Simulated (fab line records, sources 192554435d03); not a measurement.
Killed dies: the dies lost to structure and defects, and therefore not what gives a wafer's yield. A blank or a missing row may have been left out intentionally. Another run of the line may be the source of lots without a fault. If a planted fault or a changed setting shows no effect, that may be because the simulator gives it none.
What tool caused it? / flow n5_finfet / 24 lots, 72 wafers sampled, at 5 steps of a route of 1938

WHAT THE GAUGES READ, wafer by wafer
N5_SDB_OVL_MEAS_12. Usual: SDB_OVL 0.0 nm, standard deviation 0.73.
lot=L074; measured=day 3 18:29; on=overlay-01; SDB_OVL (nm)=0.7 -0.5 -1.1; flag=
lot=L075; measured=day 4 03:47; on=overlay-02; SDB_OVL (nm)=1.4 0.0 -1.2; flag=
lot=L076; measured=day 4 05:34; on=overlay-02; SDB_OVL (nm)=1.6 0.4 -0.4; flag=
lot=L077; measured=day 4 11:35; on=overlay-01; SDB_OVL (nm)=-1.0 0.5 0.1; flag=
lot=L078; measured=day 4 17:45; on=overlay-01; SDB_OVL (nm)=-1.1 0.4 -0.4; flag=
lot=L079; measured=day 4 23:50; on=overlay-01; SDB_OVL (nm)=-0.6 -1.7 -1.0; flag=
lot=L080; measured=day 5 05:38; on=overlay-02; SDB_OVL (nm)=0.7 0.0 0.4; flag=
lot=L081; measured=day 5 11:27; on=overlay-01; SDB_OVL (nm)=-0.7 -0.8 0.6; flag=
lot=L082; measured=day 5 20:47; on=overlay-02; SDB_OVL (nm)=-0.3 -0.3 0.0; flag=
lot=L083; measured=day 6 04:32; on=overlay-02; SDB_OVL (nm)=-1.7 -0.6 -1.0; flag=
lot=L084; measured=day 6 06:51; on=overlay-02; SDB_OVL (nm)=0.8 -0.3 0.7; flag=
lot=L085; measured=day 6 13:49; on=overlay-01; SDB_OVL (nm)=-0.5 0.5 -0.6; flag=
lot=L086; measured=day 6 19:28; on=overlay-02; SDB_OVL (nm)=0.5 0.5 0.4; flag=
lot=L087; measured=day 7 01:04; on=overlay-01; SDB_OVL (nm)=-0.4 1.1 -0.2; flag=
lot=L088; measured=day 7 06:01; on=overlay-02; SDB_OVL (nm)=0.7 0.5 0.7; flag=
lot=L089; measured=day 7 11:55; on=overlay-01; SDB_OVL (nm)=-0.7 -0.5 -0.7; flag=
lot=L090; measured=day 7 16:38; on=overlay-01; SDB_OVL (nm)=0.4 1.5 0.4; flag=
lot=L091; measured=day 7 22:51; on=overlay-02; SDB_OVL (nm)=1.2 0.9 0.1; flag=
lot=L092; measured=day 8 05:14; on=overlay-02; SDB_OVL (nm)=-0.1 0.0 -0.1; flag=
lot=L093; measured=day 8 10:53; on=overlay-02; SDB_OVL (nm)=0.3 0.8 -0.5; flag=
lot=L094; measured=day 8 17:36; on=overlay-01; SDB_OVL (nm)=-0.9 0.2 -0.9; flag=
lot=L095; measured=day 9 00:57; on=overlay-02; SDB_OVL (nm)=1.0 1.9 2.1; flag=
lot=L096; measured=day 9 07:58; on=overlay-01; SDB_OVL (nm)=0.4 0.6 0.7; flag=
lot=L097; measured=day 9 17:05; on=overlay-01; SDB_OVL (nm)=0.5 0.3 -0.8; flag=

N5_GATE_CUT_INSPECT_26: inspects for defects (darkfield). Usual: raw_defect_count reads 39 (standard deviation 16).
lot=L074; measured=day 4 16:14; on=defect_inspect-01; raw_defect_count=38 23 49; flag=
lot=L075; measured=day 5 02:55; on=defect_inspect-01; raw_defect_count=23 34 31; flag=
lot=L076; measured=day 5 05:49; on=defect_inspect-02; raw_defect_count=47 69 59; flag=
lot=L077; measured=day 5 10:28; on=defect_inspect-01; raw_defect_count=16 10 24; flag=
lot=L078; measured=day 5 14:36; on=defect_inspect-02; raw_defect_count=41 60 34; flag=
lot=L079; measured=day 5 22:07; on=defect_inspect-01; raw_defect_count=33 46 36; flag=
lot=L080; measured=day 6 04:38; on=defect_inspect-01; raw_defect_count=29 72 55; flag=
lot=L081; measured=day 6 09:13; on=defect_inspect-02; raw_defect_count=87 27 35; flag=
lot=L082; measured=day 6 17:49; on=defect_inspect-01; raw_defect_count=58 10 25; flag=
lot=L083; measured=day 7 02:30; on=defect_inspect-02; raw_defect_count=37 25 62; flag=
lot=L084; measured=day 7 04:25; on=defect_inspect-01; raw_defect_count=33 40 53; flag=
lot=L085; measured=day 7 11:16; on=defect_inspect-01; raw_defect_count=30 21 50; flag=
lot=L086; measured=day 7 16:55; on=defect_inspect-01; raw_defect_count=51 45 40; flag=
lot=L087; measured=day 7 23:20; on=defect_inspect-02; raw_defect_count=20 68 31; flag=
lot=L088; measured=day 8 03:36; on=defect_inspect-02; raw_defect_count=25 24 21; flag=
lot=L089; measured=day 8 09:26; on=defect_inspect-02; raw_defect_count=44 32 46; flag=
lot=L090; measured=day 8 16:35; on=defect_inspect-02; raw_defect_count=46 42 27; flag=
lot=L091; measured=day 8 19:44; on=defect_inspect-01; raw_defect_count=19 20 25; flag=
lot=L092; measured=day 9 03:56; on=defect_inspect-02; raw_defect_count=32 42 28; flag=
lot=L093; measured=day 9 07:46; on=defect_inspect-01; raw_defect_count=61 74 39; flag=
lot=L094; measured=day 9 14:40; on=defect_inspect-01; raw_defect_count=22 24 21; flag=
lot=L095; measured=day 9 21:50; on=defect_inspect-02; raw_defect_count=62 36 37; flag=
lot=L096; measured=day 10 05:07; on=defect_inspect-02; raw_defect_count=34 33 38; flag=
lot=L097; measured=day 10 14:44; on=defect_inspect-01; raw_defect_count=52 69 68; flag=

WHAT TOOL EACH LOT RAN ON (gives the tool, then ch and the chambers of the sampled wafers, and finally the start)
lot=L074; N5_ILD0_LINER_00=ald_sin-03 ch 0,1,3, day 3 11:29; N5_ILD0_ALD_15=ald_sin-01 ch 0,3, day 3 15:32; N5_HKMG_FIN_ALD_75=ald_hk-02 ch 0,2,3, day 4 00:21
lot=L075; N5_ILD0_LINER_00=ald_sin-03 ch 1,2,3, day 3 21:02; N5_ILD0_ALD_15=ald_sin-02 ch 0,1,3, day 4 00:45; N5_HKMG_FIN_ALD_75=ald_hk-02 ch 1,2, day 4 09:38
lot=L076; N5_ILD0_LINER_00=ald_sin-03 ch 0,1,2, day 3 22:56; N5_ILD0_ALD_15=ald_sin-03 ch 1,2,3, day 4 03:44; N5_HKMG_FIN_ALD_75=ald_hk-01 ch 0,1,3, day 4 10:51
lot=L077; N5_ILD0_LINER_00=ald_sin-02 ch 1,2,3, day 4 04:58; N5_ILD0_ALD_15=ald_sin-02 ch 2,3, day 4 08:40; N5_HKMG_FIN_ALD_75=ald_hk-03 ch 1,2,3, day 4 16:54
lot=L078; N5_ILD0_LINER_00=ald_sin-02 ch 0,1,2, day 4 11:08; N5_ILD0_ALD_15=ald_sin-02 ch 0,3, day 4 14:50; N5_HKMG_FIN_ALD_75=ald_hk-03 ch 0,1, day 4 22:57
lot=L079; N5_ILD0_LINER_00=ald_sin-01 ch 1,2,3, day 4 16:48; N5_ILD0_ALD_15=ald_sin-01 ch 0,2,3, day 4 20:48; N5_HKMG_FIN_ALD_75=ald_hk-01 ch 0,1,3, day 5 05:55
lot=L080; N5_ILD0_LINER_00=ald_sin-02 ch 1,2,3, day 4 22:48; N5_ILD0_ALD_15=ald_sin-01 ch 0,1,2, day 5 02:35; N5_HKMG_FIN_ALD_75=ald_hk-01 ch 0,1, day 5 11:03
lot=L081; N5_ILD0_LINER_00=ald_sin-03 ch 0,1,2, day 5 04:43; N5_ILD0_ALD_15=ald_sin-01 ch 0,1,2, day 5 08:25; N5_HKMG_FIN_ALD_75=ald_hk-03 ch 0,2,3, day 5 16:59
lot=L082; N5_ILD0_LINER_00=ald_sin-01 ch 0,2, day 5 12:54; N5_ILD0_ALD_15=ald_sin-01 ch 1,2,3, day 5 17:44; N5_HKMG_FIN_ALD_75=ald_hk-01 ch 2,3, day 6 02:10
lot=L083; N5_ILD0_LINER_00=ald_sin-01 ch 0,1,2, day 5 21:44; N5_ILD0_ALD_15=ald_sin-02 ch 0,1,2, day 6 01:26; N5_HKMG_FIN_ALD_75=ald_hk-03 ch 1,2,3, day 6 10:16
lot=L084; N5_ILD0_LINER_00=ald_sin-01 ch 0,3, day 6 00:06; N5_ILD0_ALD_15=ald_sin-02 ch 1,2, day 6 03:48; N5_HKMG_FIN_ALD_75=ald_hk-03 ch 0,1, day 6 12:39
lot=L085; N5_ILD0_LINER_00=ald_sin-03 ch 1,2, day 6 06:52; N5_ILD0_ALD_15=ald_sin-02 ch 0,2,3, day 6 10:46; N5_HKMG_FIN_ALD_75=ald_hk-02 ch 0,1,2, day 6 19:30
lot=L086; N5_ILD0_LINER_00=ald_sin-01 ch 1,2, day 6 12:50; N5_ILD0_ALD_15=ald_sin-01 ch 0,1,2, day 6 16:33; N5_HKMG_FIN_ALD_75=ald_hk-03 ch 0,1,2, day 7 01:14
lot=L087; N5_ILD0_LINER_00=ald_sin-02 ch 1,2,3, day 6 18:19; N5_ILD0_ALD_15=ald_sin-02 ch 0,3, day 6 22:01; N5_HKMG_FIN_ALD_75=ald_hk-03 ch 0,1,2, day 7 06:29
lot=L088; N5_ILD0_LINER_00=ald_sin-03 ch 0,2,3, day 6 23:10; N5_ILD0_ALD_15=ald_sin-01 ch 0,3, day 7 03:06; N5_HKMG_FIN_ALD_75=ald_hk-01 ch 1,2,3, day 7 11:20
lot=L089; N5_ILD0_LINER_00=ald_sin-03 ch 0,1,3, day 7 05:07; N5_ILD0_ALD_15=ald_sin-01 ch 1,2,3, day 7 08:50; N5_HKMG_FIN_ALD_75=ald_hk-01 ch 0,1,3, day 7 17:17
lot=L090; N5_ILD0_LINER_00=ald_sin-02 ch 0,2, day 7 09:41; N5_ILD0_ALD_15=ald_sin-03 ch 1,2,3, day 7 13:35; N5_HKMG_FIN_ALD_75=ald_hk-01 ch 0,2,3, day 7 23:29
lot=L091; N5_ILD0_LINER_00=ald_sin-02 ch 0,2,3, day 7 16:14; N5_ILD0_ALD_15=ald_sin-03 ch 0,1,2, day 7 19:56; N5_HKMG_FIN_ALD_75=ald_hk-02 ch 0,1,2, day 8 03:58
lot=L092; N5_ILD0_LINER_00=ald_sin-02 ch 0,3, day 7 22:13; N5_ILD0_ALD_15=ald_sin-03 ch 0,1,3, day 8 02:12; N5_HKMG_FIN_ALD_75=ald_hk-01 ch 1,2,3, day 8 11:48
lot=L093; N5_ILD0_LINER_00=ald_sin-01 ch 0,1,2, day 8 03:53; N5_ILD0_ALD_15=ald_sin-03 ch 2,3, day 8 07:50; N5_HKMG_FIN_ALD_75=ald_hk-02 ch 1,2, day 8 15:52
lot=L094; N5_ILD0_LINER_00=ald_sin-03 ch 0,2,3, day 8 10:58; N5_ILD0_ALD_15=ald_sin-03 ch 0,1, day 8 14:41; N5_HKMG_FIN_ALD_75=ald_hk-01 ch 0,1,3, day 8 22:43
lot=L095; N5_ILD0_LINER_00=ald_sin-03 ch 0,1,3, day 8 18:07; N5_ILD0_ALD_15=ald_sin-03 ch 1,2,3, day 8 21:50; N5_HKMG_FIN_ALD_75=ald_hk-01 ch 0,2,3, day 9 06:17
lot=L096; N5_ILD0_LINER_00=ald_sin-03 ch 0,1,2, day 9 00:56; N5_ILD0_ALD_15=ald_sin-02 ch 0,1,3, day 9 05:02; N5_HKMG_FIN_ALD_75=ald_hk-02 ch 0,3, day 9 13:01
lot=L097; N5_ILD0_LINER_00=ald_sin-03 ch 0,1,2, day 9 10:18; N5_ILD0_ALD_15=ald_sin-03 ch 0,1,3, day 9 14:01; N5_HKMG_FIN_ALD_75=ald_hk-01 ch 1,3, day 9 22:41
- N5_ILD0_LINER_00: material SiNx, target thk 4 nm, pulse time 1 s, purge time 2 s.
- N5_ILD0_ALD_15: deposits SiNx, target thk 24 nm, pulse time 1 s, ald cycles 480.
- N5_HKMG_FIN_ALD_75: deposits Al2O3, target thk 1 nm, co reactant pulse time 1 s.

WHAT THE TOOLS THEMSELVES READ (means of the sampled wafers that have a number; where no wafer has one, the mark that the record gives instead)
N5_ILD0_LINER_00. Usual: heater_power_w 839 W, standard deviation 110; precursor_pulse_height_rel 0.996, standard deviation 0.019.
lot=L074; tool=ald_sin-03; heater_power_w (W)=805; precursor_pulse_height_rel=0.976; flag=
lot=L075; tool=ald_sin-03; heater_power_w (W)=911; precursor_pulse_height_rel=1.001; flag=
lot=L076; tool=ald_sin-03; heater_power_w (W)=889; precursor_pulse_height_rel=0.980; flag=
lot=L077; tool=ald_sin-02; heater_power_w (W)=795; precursor_pulse_height_rel=0.999; flag=
lot=L078; tool=ald_sin-02; heater_power_w (W)=805; precursor_pulse_height_rel=0.999; flag=
lot=L079; tool=ald_sin-01; heater_power_w (W)=879; precursor_pulse_height_rel=1.007; flag=
lot=L080; tool=ald_sin-02; heater_power_w (W)=801; precursor_pulse_height_rel=0.987; flag=
lot=L081; tool=ald_sin-03; heater_power_w (W)=871; precursor_pulse_height_rel=1.005; flag=
lot=L082; tool=ald_sin-01; heater_power_w (W)=894; precursor_pulse_height_rel=0.995; flag=
lot=L083; tool=ald_sin-01; heater_power_w (W)=833; precursor_pulse_height_rel=0.982; flag=
lot=L084; tool=ald_sin-01; heater_power_w (W)=741; precursor_pulse_height_rel=0.990; flag=
lot=L085; tool=ald_sin-03; heater_power_w (W)=838; precursor_pulse_height_rel=1.002; flag=
lot=L086; tool=ald_sin-01; heater_power_w (W)=935; precursor_pulse_height_rel=0.983; flag=
lot=L087; tool=ald_sin-02; heater_power_w (W)=800; precursor_pulse_height_rel=0.983; flag=
lot=L088; tool=ald_sin-03; heater_power_w (W)=894; precursor_pulse_height_rel=0.998; flag=
lot=L089; tool=ald_sin-03; heater_power_w (W)=790; precursor_pulse_height_rel=0.998; flag=
lot=L090; tool=ald_sin-02; heater_power_w (W)=790; precursor_pulse_height_rel=0.997; flag=
lot=L091; tool=ald_sin-02; heater_power_w (W)=794; precursor_pulse_height_rel=0.991; flag=
lot=L092; tool=ald_sin-02; heater_power_w (W)=781; precursor_pulse_height_rel=1.017; flag=
lot=L093; tool=ald_sin-01; heater_power_w (W)=838; precursor_pulse_height_rel=1.004; flag=
lot=L094; tool=ald_sin-03; heater_power_w (W)=899; precursor_pulse_height_rel=0.995; flag=
lot=L095; tool=ald_sin-03; heater_power_w (W)=789; precursor_pulse_height_rel=0.995; flag=
lot=L096; tool=ald_sin-03; heater_power_w (W)=878; precursor_pulse_height_rel=1.011; flag=
lot=L097; tool=ald_sin-03; heater_power_w (W)=886; precursor_pulse_height_rel=0.989; flag=

N5_ILD0_ALD_15. Usual: heater_power_w 833 W, standard deviation 100; precursor_pulse_height_rel 0.999, standard deviation 0.021.
lot=L074; tool=ald_sin-01; heater_power_w (W)=792; precursor_pulse_height_rel=0.993; flag=
lot=L075; tool=ald_sin-02; heater_power_w (W)=805; precursor_pulse_height_rel=1.020; flag=
lot=L076; tool=ald_sin-03; heater_power_w (W)=921; precursor_pulse_height_rel=1.003; flag=
lot=L077; tool=ald_sin-02; heater_power_w (W)=780; precursor_pulse_height_rel=1.000; flag=
lot=L078; tool=ald_sin-02; heater_power_w (W)=787; precursor_pulse_height_rel=0.998; flag=
lot=L079; tool=ald_sin-01; heater_power_w (W)=827; precursor_pulse_height_rel=0.989; flag=
lot=L080; tool=ald_sin-01; heater_power_w (W)=841; precursor_pulse_height_rel=0.984; flag=
lot=L081; tool=ald_sin-01; heater_power_w (W)=840; precursor_pulse_height_rel=1.007; flag=
lot=L082; tool=ald_sin-01; heater_power_w (W)=900; precursor_pulse_height_rel=1.013; flag=
lot=L083; tool=ald_sin-02; heater_power_w (W)=793; precursor_pulse_height_rel=0.981; flag=
lot=L084; tool=ald_sin-02; heater_power_w (W)=796; precursor_pulse_height_rel=1.022; flag=
lot=L085; tool=ald_sin-02; heater_power_w (W)=788; precursor_pulse_height_rel=1.012; flag=
lot=L086; tool=ald_sin-01; heater_power_w (W)=839; precursor_pulse_height_rel=1.018; flag=
lot=L087; tool=ald_sin-02; heater_power_w (W)=783; precursor_pulse_height_rel=0.999; flag=
lot=L088; tool=ald_sin-01; heater_power_w (W)=754; precursor_pulse_height_rel=0.995; flag=
lot=L089; tool=ald_sin-01; heater_power_w (W)=903; precursor_pulse_height_rel=1.010; flag=
lot=L090; tool=ald_sin-03; heater_power_w (W)=882; precursor_pulse_height_rel=0.988; flag=
lot=L091; tool=ald_sin-03; heater_power_w (W)=856; precursor_pulse_height_rel=0.985; flag=
lot=L092; tool=ald_sin-03; heater_power_w (W)=785; precursor_pulse_height_rel=0.994; flag=
lot=L093; tool=ald_sin-03; heater_power_w (W)=987; precursor_pulse_height_rel=0.996; flag=
lot=L094; tool=ald_sin-03; heater_power_w (W)=773; precursor_pulse_height_rel=1.006; flag=
lot=L095; tool=ald_sin-03; heater_power_w (W)=870; precursor_pulse_height_rel=0.987; flag=
lot=L096; tool=ald_sin-02; heater_power_w (W)=750; precursor_pulse_height_rel=0.972; flag=
lot=L097; tool=ald_sin-03; heater_power_w (W)=792; precursor_pulse_height_rel=0.994; flag=

N5_HKMG_FIN_ALD_75. Usual: heater_power_w 151 W, standard deviation 10; precursor_pulse_height_rel 1.001, standard deviation 0.019.
lot=L074; tool=ald_hk-02; heater_power_w (W)=156; precursor_pulse_height_rel=0.996; flag=
lot=L075; tool=ald_hk-02; heater_power_w (W)=141; precursor_pulse_height_rel=1.005; flag=
lot=L076; tool=ald_hk-01; heater_power_w (W)=151; precursor_pulse_height_rel=0.987; flag=
lot=L077; tool=ald_hk-03; heater_power_w (W)=153; precursor_pulse_height_rel=0.999; flag=
lot=L078; tool=ald_hk-03; heater_power_w (W)=143; precursor_pulse_height_rel=0.984; flag=
lot=L079; tool=ald_hk-01; heater_power_w (W)=151; precursor_pulse_height_rel=0.998; flag=
lot=L080; tool=ald_hk-01; heater_power_w (W)=154; precursor_pulse_height_rel=1.014; flag=
lot=L081; tool=ald_hk-03; heater_power_w (W)=150; precursor_pulse_height_rel=1.014; flag=
lot=L082; tool=ald_hk-01; heater_power_w (W)=151; precursor_pulse_height_rel=0.997; flag=
lot=L083; tool=ald_hk-03; heater_power_w (W)=156; precursor_pulse_height_rel=1.006; flag=
lot=L084; tool=ald_hk-03; heater_power_w (W)=150; precursor_pulse_height_rel=0.996; flag=
lot=L085; tool=ald_hk-02; heater_power_w (W)=143; precursor_pulse_height_rel=1.023; flag=
lot=L086; tool=ald_hk-03; heater_power_w (W)=154; precursor_pulse_height_rel=1.019; flag=
lot=L087; tool=ald_hk-03; heater_power_w (W)=150; precursor_pulse_height_rel=1.005; flag=
lot=L088; tool=ald_hk-01; heater_power_w (W)=155; precursor_pulse_height_rel=0.979; flag=
lot=L089; tool=ald_hk-01; heater_power_w (W)=151; precursor_pulse_height_rel=1.000; flag=
lot=L090; tool=ald_hk-01; heater_power_w (W)=152; precursor_pulse_height_rel=0.992; flag=
lot=L091; tool=ald_hk-02; heater_power_w (W)=143; precursor_pulse_height_rel=0.981; flag=
lot=L092; tool=ald_hk-01; heater_power_w (W)=154; precursor_pulse_height_rel=0.992; flag=
lot=L093; tool=ald_hk-02; heater_power_w (W)=143; precursor_pulse_height_rel=1.000; flag=
lot=L094; tool=ald_hk-01; heater_power_w (W)=154; precursor_pulse_height_rel=1.016; flag=
lot=L095; tool=ald_hk-01; heater_power_w (W)=150; precursor_pulse_height_rel=0.994; flag=
lot=L096; tool=ald_hk-02; heater_power_w (W)=152; precursor_pulse_height_rel=0.999; flag=
lot=L097; tool=ald_hk-01; heater_power_w (W)=157; precursor_pulse_height_rel=0.996; flag=

THE ANSWER, worked out from the rows above alone
Rule: a lot is off if the mean of its wafers that have a number lies more than 3 standard deviations from the usual mean. Also off: a lot with no number at a reading for which 4 or more lots have one. All remaining lots with rows at the step are treated as sound. First the gauges in route order, then the tools' own readings, where a lot's mean is used as printed above. At the first step where some lot is off, the reading lying furthest off is the one used; lots without a number count as furthest.
None of the lots is off at any reading shown; this tells nothing.

WHAT THE SIMULATOR HAD INSERTED
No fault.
